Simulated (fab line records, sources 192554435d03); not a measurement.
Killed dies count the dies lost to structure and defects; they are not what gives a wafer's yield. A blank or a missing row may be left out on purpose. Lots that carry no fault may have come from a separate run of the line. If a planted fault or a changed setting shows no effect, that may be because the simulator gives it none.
Problem report in the 8D (eight disciplines) form, filled by code || flow n5-finfet || the parts of the form that need people (team, actions taken, sign-off) are left out

== 1. PROBLEM STATEMENT ==
Mean of killed-at-front-end at N5_PASSIVATION_PROBE_49: 88 across 2 wafers in 2 lots; on wafers with no fault it is 39 (standard deviation 10). Measured from the usual mean, that is +4.8 standard deviations.
First seen on wafer L431.1, day 15 20:25, on prober-01. At this step, 7 wafers from 3 lots have a number in the record. The rule behind "out" and "out of limits": a value lying over 4 standard deviations away from the usual mean. The other wafers with a number count as sound.

== 2. WHAT IT IS, AND WHAT IT ISN'T ==
{"question": "which readings at this step", "is": "killed-at-front-end", "is not": "killed_at_M0_to_M3, killed-at-contacts, killed-at-other, killed-open, sort_bin_5_function, sort_bin_6_memory"}
{"question": "which lots", "is": "L431, L434", "is not": "L438"}
{"question": "which wafers of those lots", "is": "L431.1, L434.2", "is not": "L434.1, L434.3"}
{"question": "read on which tools", "is": "prober-01, prober-02", "is not": "-"}
{"question": "when", "is": "from day 15 20:25", "is not": "up to then (0 sound wafers); but 5 sound wafers of L434, L438 came after"}

== 3. WHAT RULES OUT EACH SUSPECT ==
Counting: a tool at a process step up to the reading stays a suspect if it ran every lot that is out. Sound lots after the first of them don't rule it out here, since some wafers of a struck lot are sound.
- rie-diel-05 at N5_PMOS_HMC_CHANNEL_EPI_STRIP_33 (strips in N2/H2): kept. It ran every lot that is out, first L431 (day 3 23:13).
- In rie-diel-05 at N5_PMOS_HMC_CHANNEL_EPI_STRIP_33, the wafers that are out were processed in chamber 1 and their sound lot-mates in chambers 0, 3.
Left after counting: rie-diel-05 at N5_PMOS_HMC_CHANNEL_EPI_STRIP_33.

== 4. THE CAUSE (what the simulator had put in) ==
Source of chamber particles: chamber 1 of rie-diel-05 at N5_PMOS_HMC_CHANNEL_EPI_STRIP_33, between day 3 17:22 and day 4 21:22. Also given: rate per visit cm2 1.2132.
The count eliminated every tool but this one.

== 5. THE EFFECT CHAIN, in route order ==
Rows list readings where the struck wafers' mean (over those with a number) sits beyond 3 standard deviations from the usual. Only readings whose record carries a usual standard deviation are examined. hours: median over the lots of the time between each lot's start at the first step of this table that gives one and its start at this step. sigmas: the change, counted in usual standard deviations.
{"hours": 0, "step": "N5_PASSIVATION_PROBE_49", "reading": "killed-at-front-end", "usual": 39, "on struck wafers": 88, "change": "+48", "sigmas": "+4.8"}
{"hours": 0, "step": "N5_PASSIVATION_PROBE_49", "reading": "killed-on-rim", "usual": 13, "on struck wafers": 26, "change": "+14", "sigmas": "+3.5"}
It contains these process steps:
- N5_PASSIVATION_PROBE_49

== 6. WHAT WOULD HAVE CAUGHT IT SOONER ==
In this record no reading fell out of limits until day 15 20:25, 291 hours after the fault had begun at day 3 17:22.
No tool reading at N5_PMOS_HMC_CHANNEL_EPI_STRIP_33 that has a usual standard deviation in the record was out on any struck wafer, so an alarm limit of 4 standard deviations on those readings would not have fired.
Each of the lots that are out, 2 in all, had begun N5_PMOS_HMC_CHANNEL_EPI_STRIP_33 on rie-diel-05 no later than day 15 20:25. Tool hold at that time: it would have spared none of them.
